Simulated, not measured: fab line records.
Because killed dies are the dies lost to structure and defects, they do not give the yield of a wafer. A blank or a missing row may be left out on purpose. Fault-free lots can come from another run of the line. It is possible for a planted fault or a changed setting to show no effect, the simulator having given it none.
Chamber matching	flow n5-finfet	N5_DUMMY_GATE_ETCH_36 on rie-diel-03 has 4 sister chambers
The step etches SiARC in CF4, target depth 13 nm. 18 wafers are shown with their chamber, then 9 later ones without.

## WAFERS, EACH WITH ITS CHAMBER
wafer	chamber	showerhead-plenum-p-Torr (Torr)	drypump-motor-current-A (A)	oes-product-au (a.u.)
L077.2	3	2.03	5.80	0.71
L077.3	2	2.23	5.72	0.78
L077.4	1	2.08	5.62	0.79
L080.2	2	2.23	5.71	0.78
L080.4	0	2.14	6.28	0.75
L080.5	1	2.08	5.56	0.79
L081.1	3	2.03	5.79	0.69
L081.5	1	2.08	5.56	0.79
L081.6	0	2.14	6.29	0.75
L083.2	1	2.08	5.54	0.79
L083.4	2	2.23	5.69	0.78
L083.6	3	2.03	5.80	0.70
L084.1	0	2.13	6.26	0.74
L084.2	1	2.08	5.60	0.78
L084.3	2	2.23	5.69	0.77
L090.2	0	2.13	6.25	0.74
L090.5	3	2.03	5.81	0.68
L090.6	0	2.13	6.25	0.74

SIGNATURES, as means of the wafers listed above
reading	chamber 0	chamber 1	chamber 2	chamber 3	scatter within a chamber
showerhead-plenum-p-Torr	2.1340	2.0800	2.2300	2.0300	0.00293
drypump-motor-current-A	6.2660	5.5760	5.7025	5.8000	0.0216
oes-product-au	0.7440	0.7880	0.7775	0.6950	0.00744
Rule: distance of a wafer from a chamber = root of the sum over the readings of ((wafer's reading minus chamber's mean) / reading's scatter) squared. The wafer belongs to the nearest chamber; if the next one is less than 2 further off, it can't be placed. The scatter is the square root of a quotient: the sum, over the shown wafers, of each reading's squared deviation from its chamber's mean, divided by wafers minus chambers.

## WAFERS WHOSE CHAMBER IS MISSING
wafer	showerhead-plenum-p-Torr (Torr)	drypump-motor-current-A (A)	oes-product-au (a.u.)
L091.1	2.13	6.27	0.74
L091.4	2.22	5.67	0.77
L091.5	2.22	5.73	0.77
L092.1	2.22	5.69	0.76
L092.2	2.13	6.29	0.72
L092.5	2.13	6.28	0.74
L096.1	2.13	6.26	0.73
L096.4	2.22	5.71	0.75
L096.5	2.13	6.27	0.73

## WHICH CHAMBER EACH WENT THROUGH
wafer	from the rows above	in truth
L091.1	0	0
L091.4	2	2
L091.5	2	2
L092.1	2	2
L092.2	0	0
L092.5	0	0
L096.1	0	0
L096.4	2	2
L096.5	0	0
Correctly placed: 9 of 9. From these rows, 0 cannot be placed. Wrongly placed: 0.
